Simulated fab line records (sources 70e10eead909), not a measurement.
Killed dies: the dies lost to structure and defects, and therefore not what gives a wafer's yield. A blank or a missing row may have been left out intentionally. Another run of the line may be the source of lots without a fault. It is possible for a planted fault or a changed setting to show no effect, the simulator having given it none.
A struck lot beside a sound one || flow nand harc || 41 steps out of a route of 1159
Sound: these wafers, L528.2, L528.3, L528.4. Struck: wafer L527.6. (L527.2, L527.3 of the same lot were not struck and are left out.) The cause comes at the end.
Per side, at each step with rows, come the tool, then ch with its chambers, and then its first start. Under that, the readings that differ: sound wafers || struck wafers || difference of the means || sigmas: that difference in standard deviations of wafers without a fault.
alike: a reading whose means differ by less than 2 such deviations, as well as words and numbers matching on both sides. not compared: withheld readings; readings where some wafer has no value; bounds like >300 that might hide an equal value; numbers whose values overlap and for which the record gives no deviation.
A row with sigmas, a row that says differs or no value, or rows on one side alone: a step with any of these is where the two part. Non-overlapping numbers with no deviation appear without sigmas and do not part them. A reading missing from all wafers of one side parts the sides only when that side holds two or more wafers.

first, 2 steps without rows for these wafers: NHARC_THIN_TSV_DESCUM_14 (chemistry O2, time 3 s); NHARC_THIN_TSV_ETCH_44 (etches the open film in CF4/O2, target depth 1594.2 nm, time 797.1 s).
NHARC_THIN_TSV_ETCH_15: target depth 3000 nm, bosch target overetch cycles 2, bosch etch step 2.8 s.
  sound on rie si-05 ch 0,1,2, day 20 16:17; struck on rie si-05 ch 3, day 20 19:53
  alike: drypump motor current A
  not compared: rf hours counter h
NHARC_THIN_TSV_CD_MEAS_16:
  struck on cd sem-01, day 20 20:02; sound on cd sem-01, day 20 16:26
{"reading": "cd nm (nm)", "sound": "996.7 998.2 999.3", "struck": 1001.7, "difference": "+3.6", "sigmas": "+2"}
then, 2 steps without rows for these wafers: NHARC_THIN_TSV_STRIP_45 (strips in O2); NHARC_THIN_TSV_STRIP_46 (strips in post etch residue remover, time 1200 s).
NHARC_THIN_TSV_DEP_47: deposits SiO2, target thk 200 nm.
  sound on pecvd-02 ch 0,1, day 20 17:19; struck on pecvd-02 ch 1, day 20 20:55
{"reading": "chamber pressure Torr (Torr)", "sound": "6.467 6.519 6.477", "struck": 6.521, "difference": "+0.033", "sigmas": "+2"}
  alike: throttle valve pct
NHARC_THIN_TSV_ETCHBACK_48: etches the open film in C4F8/Ar, target depth 1028.5 nm, time 405.17 s.
  sound on rie diel-03 ch 1,2,3, day 20 17:44; struck on rie diel-03 ch 3, day 20 21:19
  alike: oes product au, rf vpp V
  not compared: rf hours counter h
then, 2 steps without rows for these wafers: NHARC_THIN_TSV_STRIP_62 (strips in N2/H2, time 20 s); NHARC_THIN_TSV_DEGAS_49 (time 120 s).
NHARC_THIN_TSV_PRE_CLEAN_50: time 30 s.
  sound on pvd sputter-03; struck on pvd sputter-03
  alike: heater power w
then, 1 step without rows for these wafers: NHARC_THIN_TSV_PVD_19 (deposits TaN, target thk 20 nm).
NHARC_THIN_TSV_PVD_51: deposits Cu, target thk 100 nm.
  struck on pvd sputter-03, day 20 22:08; sound on pvd sputter-03, day 20 18:32
  alike: throttle valve pct
then, 16 steps without rows for these wafers: NHARC_THIN_TSV_ECD_20 (material Cu, target thk 2000 nm); NHARC_THIN_TSV_ANNEAL_52 (time 90 s); NHARC_THIN_TSV_CMP_21 (polishes, t overpolish 30 s, target thk 2000 nm); NHARC_THIN_TSV_SRD_23; NHARC_THIN_TSV_DEGAS_53 (time 60 s); NHARC_THIN_TSV_PRE_CLEAN_54 (time 30 s); NHARC_THIN_TSV_PVD_55 (deposits TiN, target thk 50 nm); NHARC_THIN_TSV_PVD_24 (deposits Al, target thk 800 nm); NHARC_THIN_TSV_DEHYDRATE_25 (time 120 s); NHARC_THIN_TSV_HMDS_26 (time 30 s); NHARC_THIN_TSV_COAT_27; NHARC_THIN_TSV_SOFTBAKE_28 (time 95 s); NHARC_THIN_TSV_EBR_29; NHARC_THIN_TSV_EXPOSE_30 (exposes mask PAD); NHARC_THIN_TSV_PEB_31 (peb time 85 s); NHARC_THIN_TSV_DEVELOP_32 (time 70 s).
NHARC_THIN_TSV_CD_MEAS_33: target cd 5000 nm.
  sound on cd sem-01 ch 0, day 20 21:31; struck on cd sem-02 ch 0, day 21 00:53
  alike: cd nm
then, 3 steps without rows for these wafers: NHARC_THIN_TSV_HARDBAKE_34 (time 80 s); NHARC_THIN_TSV_DESCUM_35 (chemistry O2, time 3 s); NHARC_THIN_TSV_ETCH_59 (etches the open film in Cl2/BCl3, target depth 880 nm, time 138.1 s).
NHARC_THIN_TSV_ETCH_36: etches the open film in Cl2/BCl3, target depth 65 nm, time 18.571 s.
  sound on rie metal-01 ch 0,1, day 20 22:08; struck on rie metal-03 ch 0, day 21 01:25
  alike: drypump motor current A, oes product au
  not compared: rf hours counter h
then, 2 steps without rows for these wafers: NHARC_THIN_TSV_STRIP_56 (strips in O2); NHARC_THIN_TSV_STRIP_57 (strips in post etch residue remover, time 1200 s).
NHARC_THIN_TSV_CD_MEAS_37:
  struck on cd sem-02, day 21 02:19; sound on cd sem-02, day 20 23:07
{"reading": "cd nm (nm)", "sound": "4996.2 4997.2 4997.9", "struck": 5002.8, "difference": "+5.7", "sigmas": "+2"}
then, 1 step without rows for these wafers: NHARC_THIN_TSV_ANNEAL_58 (time 1800 s).
NHARC_THIN_TSV_INSPECT_40:
  struck on defect inspect-02, day 21 09:59; sound on defect inspect-02, day 21 03:34
{"reading": "raw defect count", "sound": "435 427 428", "struck": 736, "difference": "+306", "sigmas": "+4"}
NHARC_END_WLT_00:
  the record holds rows for the sound wafers here (prober-02, day 21 04:08) but none for the struck ones
NHARC_END_SORT_01:
  sound on prober-02 ch 0, day 21 07:28; struck on prober-01 ch 0, day 22 02:18
{"reading": "defect limited yield (%)", "sound": "96.6 97.6 97.5", "struck": 0, "difference": -97, "sigmas": -61}
{"reading": "killed at other", "sound": "0 0 0", "struck": 645, "difference": "+645", "sigmas": "+99 or more"}
{"reading": "killed dies", "sound": "23 16 17", "struck": 677, "difference": "+658", "sigmas": "+60"}
{"reading": "sort_bin_2_pct (%)", "sound": "0.9 0.3 1.5", "struck": 96.8, "difference": "+95.9", "sigmas": "+99 or more"}
{"reading": "sort n pass", "sound": "654 661 660", "struck": 0, "difference": -658, "sigmas": -60}
{"reading": "sort rim yield pct (%)", "sound": "96.2 98.1 98.1", "struck": 0, "difference": -97, "sigmas": -36}
{"reading": "sort yield pct (%)", "sound": "96.6 97.6 97.5", "struck": 0, "difference": -97, "sigmas": -61}
  alike: killed at array, killed at periphery, killed open, killed short, sort_bin_3_pct, sort_bin_4_pct

WHERE THEY PART
First at NHARC_THIN_TSV_CD_MEAS_16; last, within this record, at NHARC_END_SORT_01.

WHY: what the simulator had put in
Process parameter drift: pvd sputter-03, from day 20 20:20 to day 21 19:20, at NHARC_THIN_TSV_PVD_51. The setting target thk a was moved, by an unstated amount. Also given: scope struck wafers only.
